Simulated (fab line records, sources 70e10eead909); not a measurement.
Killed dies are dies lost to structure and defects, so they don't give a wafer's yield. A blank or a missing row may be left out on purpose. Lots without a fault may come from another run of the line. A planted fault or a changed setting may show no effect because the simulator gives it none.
Chamber matching | flow nand_harc | NHARC_A_DECK1_JOINT_DEP_16 on pecvd-03: 3 sister chambers
The step deposits SiO2, target thk 45 nm. 3 wafers are shown with their chamber, then 7 later ones without.

WAFERS WITH THEIR CHAMBER
wafer  | chamber | heater_power_w (W)
L748.4 | 0       | 657
L750.1 | 2       | 598
L750.2 | 1       | 419

WAFERS WITHOUT THEIR CHAMBER
wafer  | heater_power_w (W)
L750.5 | 624
L752.2 | 572
L752.3 | 515
L752.5 | 580
L763.1 | 598
L763.2 | 647
L763.5 | 483

WHICH CHAMBER EACH WENT THROUGH
wafer  | from the rows above          | in truth
L750.5 | can't be placed: 2 or 0      | 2
L752.2 | can't be placed: 2 or 0      | 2
L752.3 | can't be placed: 2 or 1 or 0 | 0
L752.5 | can't be placed: 2 or 0      | 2
L763.1 | can't be placed: 2 or 0      | 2
L763.2 | can't be placed: 0 or 2      | 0
L763.5 | can't be placed: 1 or 2      | 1
Placed correctly: 0 of 7. Can't be placed from these rows: 7 (the true chamber is among the candidates in 7). Placed wrongly: 0.
How it was worked out, from the rows above alone: a wafer's distance from a chamber is the root of the sum, over the readings, of the square of ((its reading less the chamber's mean) divided by the reading's scatter). The wafer belongs to the nearest chamber; if the next one is less than 2 further off, it can't be placed. A chamber's mean is the mean of its shown wafers. The scatter: with one shown wafer a chamber, the root of the mean of the squares of how far each hidden wafer lies from its nearest shown one.
